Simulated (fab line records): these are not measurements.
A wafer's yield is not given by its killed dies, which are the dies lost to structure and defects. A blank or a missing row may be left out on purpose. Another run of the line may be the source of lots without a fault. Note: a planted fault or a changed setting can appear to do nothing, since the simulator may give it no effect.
Matching of chambers :: flow nand-harc :: 4 sister chambers for NHARC_A_STAIRCASE_DESCUM_312 on rie-diel-02
The step chemistry O2, time 3 s. 20 wafers are shown with their chamber, then 10 later ones without.

== WAFERS WITH THEIR CHAMBER ==
wafer: L075.1
chamber: 3
drypump-motor-current-A (A): 5.9
showerhead-plenum-p-Torr (Torr): 1.96
oes-product-au (a.u.): 1.020

wafer: L075.2
chamber: 2
drypump-motor-current-A (A): 5.4
showerhead-plenum-p-Torr (Torr): 2.01
oes-product-au (a.u.): 1.021

wafer: L075.6
chamber: 3
drypump-motor-current-A (A): 5.9
showerhead-plenum-p-Torr (Torr): 1.96
oes-product-au (a.u.): 1.006

wafer: L075.3
chamber: 1
drypump-motor-current-A (A): 5.9
showerhead-plenum-p-Torr (Torr): 1.92
oes-product-au (a.u.): 0.998

wafer: L075.4
chamber: 0
drypump-motor-current-A (A): 6.4
showerhead-plenum-p-Torr (Torr): 1.79
oes-product-au (a.u.): 1.013

wafer: L075.5
chamber: 0
drypump-motor-current-A (A): 6.4
showerhead-plenum-p-Torr (Torr): 1.79
oes-product-au (a.u.): 0.997

wafer: L081.2
chamber: 2
drypump-motor-current-A (A): 5.4
showerhead-plenum-p-Torr (Torr): 2.00
oes-product-au (a.u.): 1.009

wafer: L081.3
chamber: 1
drypump-motor-current-A (A): 6.0
showerhead-plenum-p-Torr (Torr): 1.91
oes-product-au (a.u.): 0.996

wafer: L081.4
chamber: 0
drypump-motor-current-A (A): 6.4
showerhead-plenum-p-Torr (Torr): 1.79
oes-product-au (a.u.): 0.998

wafer: L084.3
chamber: 2
drypump-motor-current-A (A): 5.4
showerhead-plenum-p-Torr (Torr): 2.00
oes-product-au (a.u.): 1.020

wafer: L084.4
chamber: 0
drypump-motor-current-A (A): 6.4
showerhead-plenum-p-Torr (Torr): 1.79
oes-product-au (a.u.): 1.001

wafer: L084.5
chamber: 2
drypump-motor-current-A (A): 5.4
showerhead-plenum-p-Torr (Torr): 2.00
oes-product-au (a.u.): 1.025

wafer: L089.1
chamber: 2
drypump-motor-current-A (A): 5.4
showerhead-plenum-p-Torr (Torr): 2.00
oes-product-au (a.u.): 1.017

wafer: L089.2
chamber: 0
drypump-motor-current-A (A): 6.4
showerhead-plenum-p-Torr (Torr): 1.78
oes-product-au (a.u.): 0.992

wafer: L089.3
chamber: 3
drypump-motor-current-A (A): 5.9
showerhead-plenum-p-Torr (Torr): 1.95
oes-product-au (a.u.): 1.021

wafer: L089.4
chamber: 1
drypump-motor-current-A (A): 5.9
showerhead-plenum-p-Torr (Torr): 1.91
oes-product-au (a.u.): 0.993

wafer: L089.5
chamber: 0
drypump-motor-current-A (A): 6.4
showerhead-plenum-p-Torr (Torr): 1.78
oes-product-au (a.u.): 1.003

wafer: L089.6
chamber: 3
drypump-motor-current-A (A): 5.9
showerhead-plenum-p-Torr (Torr): 1.95
oes-product-au (a.u.): 1.017

wafer: L090.2
chamber: 0
drypump-motor-current-A (A): 6.4
showerhead-plenum-p-Torr (Torr): 1.78
oes-product-au (a.u.): 1.006

wafer: L090.4
chamber: 2
drypump-motor-current-A (A): 5.4
showerhead-plenum-p-Torr (Torr): 2.00
oes-product-au (a.u.): 1.012

SIGNATURES (averages over the wafers above)
reading: drypump-motor-current-A
chamber 0: 6.400
chamber 1: 5.933
chamber 2: 5.400
chamber 3: 5.900
scatter within a chamber: 0.0204

reading: showerhead-plenum-p-Torr
chamber 0: 1.7857
chamber 1: 1.9133
chamber 2: 2.0017
chamber 3: 1.9550
scatter within a chamber: 0.00513

reading: oes-product-au
chamber 0: 1.00143
chamber 1: 0.99567
chamber 2: 1.01733
chamber 3: 1.01600
scatter within a chamber: 0.00617
Rule: for a wafer and a chamber, the distance is found by dividing, reading by reading, the gap between the wafer's reading and the chamber's mean by the reading's scatter, squaring, summing and taking the root. The wafer belongs to the nearest chamber; if the next one is less than 2 further off, it can't be placed. How the scatter is found: for the shown wafers, subtract from each reading the mean of its chamber, square and add these, divide the total by (wafers less chambers), then take the root.

== WAFERS WITHOUT THEIR CHAMBER ==
wafer: L090.6
drypump-motor-current-A (A): 6.4
showerhead-plenum-p-Torr (Torr): 1.78
oes-product-au (a.u.): 0.999

wafer: L094.2
drypump-motor-current-A (A): 5.9
showerhead-plenum-p-Torr (Torr): 1.95
oes-product-au (a.u.): 1.025

wafer: L094.4
drypump-motor-current-A (A): 6.0
showerhead-plenum-p-Torr (Torr): 1.90
oes-product-au (a.u.): 0.979

wafer: L094.6
drypump-motor-current-A (A): 5.4
showerhead-plenum-p-Torr (Torr): 1.99
oes-product-au (a.u.): 1.008

wafer: L097.1
drypump-motor-current-A (A): 5.4
showerhead-plenum-p-Torr (Torr): 1.99
oes-product-au (a.u.): 1.008

wafer: L097.2
drypump-motor-current-A (A): 5.9
showerhead-plenum-p-Torr (Torr): 1.95
oes-product-au (a.u.): 1.025

wafer: L097.5
drypump-motor-current-A (A): 5.9
showerhead-plenum-p-Torr (Torr): 1.95
oes-product-au (a.u.): 1.017

wafer: L096.3
drypump-motor-current-A (A): 5.9
showerhead-plenum-p-Torr (Torr): 1.95
oes-product-au (a.u.): 1.023

wafer: L096.4
drypump-motor-current-A (A): 5.9
showerhead-plenum-p-Torr (Torr): 1.90
oes-product-au (a.u.): 0.993

wafer: L096.5
drypump-motor-current-A (A): 6.4
showerhead-plenum-p-Torr (Torr): 1.78
oes-product-au (a.u.): 1.006

== THE CHAMBER EACH PASSED THROUGH ==
wafer: L090.6
from the rows above: 0
in truth: 0

wafer: L094.2
from the rows above: 3
in truth: 3

wafer: L094.4
from the rows above: 1
in truth: 1

wafer: L094.6
from the rows above: 2
in truth: 2

wafer: L097.1
from the rows above: 2
in truth: 2

wafer: L097.2
from the rows above: 3
in truth: 3

wafer: L097.5
from the rows above: 3
in truth: 3

wafer: L096.3
from the rows above: 3
in truth: 3

wafer: L096.4
from the rows above: 1
in truth: 1

wafer: L096.5
from the rows above: 0
in truth: 0
Correct placement for 10 of the 10. Not placeable from these rows: 0. Placed wrongly: 0.
